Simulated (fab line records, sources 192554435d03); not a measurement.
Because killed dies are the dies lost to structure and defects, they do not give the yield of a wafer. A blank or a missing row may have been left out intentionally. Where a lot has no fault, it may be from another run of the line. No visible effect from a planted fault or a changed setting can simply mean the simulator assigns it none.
Chamber matching || flow n5-finfet || cmp-01 running N5_PMOS_HMC_CHANNEL_EPI_CMP_21: 4 sister chambers
The step polishes SiGe30, target thk 54 nm. 4 wafers are shown with their chamber, then 11 later ones without.

== WAFERS PAIRED WITH THEIR CHAMBERS ==
{"wafer": "L086.1", "chamber": 0, "motor-current-A (A)": 13.6}
{"wafer": "L086.3", "chamber": 3, "motor-current-A (A)": 10.8}
{"wafer": "L086.5", "chamber": 2, "motor-current-A (A)": 13.9}
{"wafer": "L088.1", "chamber": 1, "motor-current-A (A)": 10.0}

== WAFERS MISSING THEIR CHAMBER ==
{"wafer": "L088.2", "motor-current-A (A)": 10.5}
{"wafer": "L088.5", "motor-current-A (A)": 10.2}
{"wafer": "L090.2", "motor-current-A (A)": 10.7}
{"wafer": "L090.3", "motor-current-A (A)": 10.6}
{"wafer": "L090.5", "motor-current-A (A)": 10.6}
{"wafer": "L092.2", "motor-current-A (A)": 13.7}
{"wafer": "L092.4", "motor-current-A (A)": 11.3}
{"wafer": "L092.5", "motor-current-A (A)": 14.1}
{"wafer": "L097.3", "motor-current-A (A)": 10.8}
{"wafer": "L097.5", "motor-current-A (A)": 10.6}
{"wafer": "L097.6", "motor-current-A (A)": 14.6}

== THE CHAMBER EACH PASSED THROUGH ==
{"wafer": "L088.2", "from the rows above": "can't be placed: 3 or 1", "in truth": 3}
{"wafer": "L088.5", "from the rows above": "can't be placed: 1 or 3", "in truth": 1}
{"wafer": "L090.2", "from the rows above": "can't be placed: 3 or 1", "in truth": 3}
{"wafer": "L090.3", "from the rows above": "can't be placed: 3 or 1", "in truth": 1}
{"wafer": "L090.5", "from the rows above": "can't be placed: 3 or 1", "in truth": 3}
{"wafer": "L092.2", "from the rows above": "can't be placed: 0 or 2", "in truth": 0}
{"wafer": "L092.4", "from the rows above": 3, "in truth": 3}
{"wafer": "L092.5", "from the rows above": "can't be placed: 2 or 0", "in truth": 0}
{"wafer": "L097.3", "from the rows above": 3, "in truth": 3}
{"wafer": "L097.5", "from the rows above": "can't be placed: 3 or 1", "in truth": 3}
{"wafer": "L097.6", "from the rows above": "can't be placed: 2 or 0", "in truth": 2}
2 of 11 placed correctly. Can't be placed from these rows: 9 (the true chamber is among the candidates in 9). Placed wrongly: 0.
How it was worked out, from the rows above alone: a wafer's distance from a chamber is the root of the sum, over the readings, of the square of ((its reading less the chamber's mean) divided by the reading's scatter). The wafer belongs to the nearest chamber; if the next one is less than 2 further off, it can't be placed. For every chamber, the mean is computed from those of its wafers that are shown. The scatter: with one shown wafer a chamber, the root of the mean of the squares of how far each hidden wafer lies from its nearest shown one.
